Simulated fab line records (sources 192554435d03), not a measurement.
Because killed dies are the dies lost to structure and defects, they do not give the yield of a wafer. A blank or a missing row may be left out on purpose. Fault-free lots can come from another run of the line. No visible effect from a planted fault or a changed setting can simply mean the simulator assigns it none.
Struck lot and sound lot, side by side    flow n5Finfet    15 steps out of a route of 1938
Sound: these wafers, L547.1, L547.4, L547.5. Struck: wafer L559.6. (L559.2, L559.5 of the same lot were not struck and are left out.) The cause comes at the end.
Per side, at each step with rows, come the tool, then ch with its chambers, and then its first start. Under that, the readings that differ: sound wafers    struck wafers    difference of the means    sigmas: that difference in standard deviations of wafers without a fault.
alike: a reading whose means differ by less than 2 such deviations, as well as words and numbers matching on both sides. not compared: withheld readings; readings where some wafer has no value; bounds like >300 that might hide an equal value; numbers whose values overlap and for which the record gives no deviation.
Wherever a step has rows on one side only, a row that says differs or no value, or a row with sigmas, the two part there. Non-overlapping numbers with no deviation appear without sigmas and do not part them. Lack of a reading on every wafer of one side parts them only where that side has two or more wafers.

first, 8 steps without rows for these wafers: N5_BEOL_M7_COAT_59 (time 60 s, resist thk 100 nm); N5_BEOL_M7_COAT_60 (time 60 s, resist thk 35 nm); N5_BEOL_M7_COAT_05 (resist thk 90 nm); N5_BEOL_M7_EBR_07; N5_BEOL_M7_SOFTBAKE_06 (time 60 s); N5_BEOL_M7_EXPOSE_08 (exposes mask M7); N5_BEOL_M7_PEB_09 (peb time 60 s); N5_BEOL_M7_DEVELOP_10 (develop time 30 s).
N5_BEOL_M7_CD_MEAS_11 targets a cd of 38.5 nm.
  sound on cdSem-03 ch 0, day 8 22:58; struck on cdSem-01 ch 0, day 12 15:21
  alike: cdNm
N5_BEOL_M7_OVL_MEAS_12:
  sound on overlay-01 ch 0, day 8 23:00; struck on overlay-01 ch 0, day 12 15:23
  alike: M7_OVL
N5_BEOL_M7_INSPECT_13: inspects for defects (brightfield).
  struck on defectInspect-01, day 12 15:24; sound on defectInspect-01, day 8 23:01
  alike: rawDefectCount
N5_BEOL_M7_DESCUM_16: chemistry O2, time 7.9 s.
  sound on rieDiel-03 ch 1,2,3, day 8 23:34; struck on rieDiel-06 ch 1, day 12 15:32
  alike: drypumpMotorCurrentA, oesProductAu, rfVppV, showerheadPlenumPTorr, throttleValvePct
  not compared: rfHoursCounterH
N5_BEOL_M7_ETCH_61: etches SiARC in CF4, target depth 45.5 nm, time 75.8 s.
  sound on rieDiel-03 ch 1,2,3, day 8 23:35; struck on rieDiel-06 ch 1, day 12 15:34
reading            sound           struck  difference  sigmas
etchRfOnTimeS (s)  77.7 75.3 77.9  53.1    -23.9       -13
  alike: drypumpMotorCurrentA, oesProductAu, rfVppV, showerheadPlenumPTorr, throttleValvePct
  not compared: rfHoursCounterH
N5_BEOL_M7_ETCH_62: etches SOC in N2/H2, target depth 110 nm, overetch 22 nm, time 165 s.
  sound on rieDiel-03 ch 1,2,3, day 8 23:39; struck on rieDiel-06 ch 1, day 12 15:37
  alike: drypumpMotorCurrentA, oesProductAu, rfVppV, showerheadPlenumPTorr, throttleValvePct
  not compared: rfHoursCounterH
-- the record jumps here: 3 days lie between the struck wafers' starts before and after (it left off in module BEOL_M7 and takes up again in module PASSIVATION, whose first step shown is number 1936 of the route) --
N5_PASSIVATION_PROBE_49:
  struck on prober-02, day 16 02:59; sound on prober-01, day 12 18:31
reading             sound     struck  difference  sigmas
killed_at_M0_to_M3  20 18 24  49      +28         +3
killedAtContacts    21 10 8   31      +18         +3
killedAtFrontEnd    58 36 52  19      -30         -2
  alike: defectLimitedYield, killed_at_M4_up, killedAtOther, killedDies, killedOpen, killedShort, sort_bin_5_function, sort_bin_6_memory, sortNPass, sortYieldPct

WHERE THEY PART
First at N5_BEOL_M7_ETCH_61; last, within this record, at N5_PASSIVATION_PROBE_49.

WHY: the cause the simulator had injected
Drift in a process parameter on rieDiel-06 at N5_BEOL_M7_ETCH_61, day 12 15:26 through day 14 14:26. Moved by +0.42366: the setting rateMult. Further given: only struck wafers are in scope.
